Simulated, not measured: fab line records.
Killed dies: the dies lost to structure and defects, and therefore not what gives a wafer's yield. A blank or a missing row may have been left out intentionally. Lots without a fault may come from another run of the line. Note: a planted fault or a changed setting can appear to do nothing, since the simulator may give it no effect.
A lot that was struck, set against a sound lot + flow nand harc + 34 steps out of a route of 1302
Sound: wafers L458.3, L458.5, L458.6. Wafers struck: L461.1, L461.4, L461.5. The cause comes at the end.
Per side, at each step with rows, come the tool, then ch with its chambers, and then its first start. Under that, the readings that differ: sound wafers + struck wafers + difference of the means + sigmas: that difference in standard deviations of wafers without a fault.
alike: readings with means less than 2 such deviations apart, plus words and numbers identical on both sides. not compared: withheld readings, readings lacking a value on some wafer, bounds such as >300 that could conceal the same value, and numbers that have no deviation in the record and whose values overlap.
Wherever a step has rows on one side only, a row that says differs or no value, or a row with sigmas, the two part there. Non-overlapping numbers with no deviation appear without sigmas and do not part them. A reading that every wafer of one side lacks parts them only if that side has two wafers or more.

first, 5 steps without rows for these wafers: NHARC_A_ONON_D2_DEP_19 (target thk 1000 nm); NHARC_A_ONON_D2_DEP_22 (target thk 1000 nm); NHARC_A_ONON_D2_DEP_25 (target thk 1000 nm); NHARC_A_ONON_D2_DEP_28 (target thk 1000 nm); NHARC_A_ONON_D2_DEP_33 (deposits SiO2, target thk 200 nm).
NHARC_A_CHANNEL_HOLE_D2_DEP_00: deposits aC, target thk 3100 nm.
  sound on acl dep-01 ch 0, day 15 23:41; struck on acl dep-01 ch 0, day 17 17:36
| reading              | sound                | struck | difference                    | sigmas |
|----------------------|----------------------|--------|-------------------------------|--------|
| susceptor temp C (C) | 400.16 399.73 399.84 | - - -  | no value on the struck wafers |        |
  alike: throttle valve pct
then, 11 steps without rows for these wafers: NHARC_A_CHANNEL_HOLE_D2_DEP_01 (deposits SiON, target thk 140 nm); NHARC_A_CHANNEL_HOLE_D2_DEHYDRATE_02 (time 120 s); NHARC_A_CHANNEL_HOLE_D2_HMDS_03 (time 30 s); NHARC_A_CHANNEL_HOLE_D2_COAT_36 (time 75 s); NHARC_A_CHANNEL_HOLE_D2_COAT_37 (time 65 s); NHARC_A_CHANNEL_HOLE_D2_COAT_04 (resist thk 90 nm); NHARC_A_CHANNEL_HOLE_D2_SOFTBAKE_05 (time 55 s); NHARC_A_CHANNEL_HOLE_D2_EBR_06; NHARC_A_CHANNEL_HOLE_D2_EXPOSE_07 (exposes mask HOLE D2, target cd 100 nm); NHARC_A_CHANNEL_HOLE_D2_PEB_08 (peb time 65 s); NHARC_A_CHANNEL_HOLE_D2_DEVELOP_09 (develop time 35 s).
NHARC_A_CHANNEL_HOLE_D2_INSPECT_12:
  sound: defect inspect-02 at day 16 01:51; struck: defect inspect-02 at day 17 20:21
| reading          | sound    | struck      | difference | sigmas |
|------------------|----------|-------------|------------|--------|
| raw defect count | 52 52 48 | 495 490 476 | +436       | +21    |
then, 14 steps without rows for these wafers: NHARC_A_CHANNEL_HOLE_D2_DESCUM_15 (chemistry O2, time 3 s); NHARC_A_CHANNEL_HOLE_D2_ETCH_38 (etches the open film in CF4, target depth 39 nm, time 65 s); NHARC_A_CHANNEL_HOLE_D2_ETCH_39 (etches the open film in N2/H2, target depth 260 nm, time 325 s); NHARC_A_CHANNEL_HOLE_D2_ETCH_34 (etches the open film in CF4/CHF3, target depth 154 nm, time 77 s); NHARC_A_CHANNEL_HOLE_D2_ETCH_16 (etches the open film in O2/COS, target depth 3100 nm, time 806 s); NHARC_A_CHANNEL_HOLE_D2_ETCH_19 (etches the open film in C4F8/O2/Ar, time 34.5 s); NHARC_A_CHANNEL_HOLE_D2_ETCH_20 (etches the open film in C4F8/O2/Ar, time 361.9 s, target depth 1600 nm); NHARC_A_CHANNEL_HOLE_D2_ETCH_21 (etches the open film in C4F8/O2/Ar, time 514.3 s, target depth 1600 nm); NHARC_A_CHANNEL_HOLE_D2_ETCH_22 (etches the open film in C4F8/O2/Ar, time 666.7 s, target depth 1600 nm); NHARC_A_CHANNEL_HOLE_D2_ETCH_23 (etches the open film in C4F8/O2/Ar, time 819 s, target depth 1600 nm); NHARC_A_CHANNEL_HOLE_D2_ETCH_24 (etches the open film in C4F8/O2/Ar, time 906.2 s, target depth 1500 nm); NHARC_A_CHANNEL_HOLE_D2_ETCH_25 (etches the open film in C4F8/O2/Ar, time 1040.2 s, target depth 1500 nm); NHARC_A_CHANNEL_HOLE_D2_ETCH_26 (etches the open film in C4F8/O2/Ar, time 224.1 s, target depth 300 nm); NHARC_A_CHANNEL_HOLE_D2_ETCH_27 (etches the open film in C4F8/O2/Ar, time 90 s, target depth 400 nm).
NHARC_A_CHANNEL_HOLE_D2_INSPECT_40:
  sound: defect inspect-01 at day 16 08:51; struck: defect inspect-01 at day 18 03:19
| reading          | sound       | struck      | difference | sigmas |
|------------------|-------------|-------------|------------|--------|
| raw defect count | 349 359 374 | 711 635 665 | +310       | +4     |
-- jump in the record: it breaks off in module A_CHANNEL_HOLE_D2 and resumes in module END (first step shown: number 1302 of the route), and 11 days separate the struck wafers' starts before and after --
NHARC_END_SORT_01:
  only the struck wafers appear in the record here, on prober-02 ch 0 at day 28 19:52; the sound ones have no rows

## WHERE THEY PART
Last at NHARC_END_SORT_01 as far as this record goes, first at NHARC_A_CHANNEL_HOLE_D2_DEP_00.

WHY: what the simulator had put in
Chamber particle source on acl dep-01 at NHARC_A_CHANNEL_HOLE_D2_DEP_00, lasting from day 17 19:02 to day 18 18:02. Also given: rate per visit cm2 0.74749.
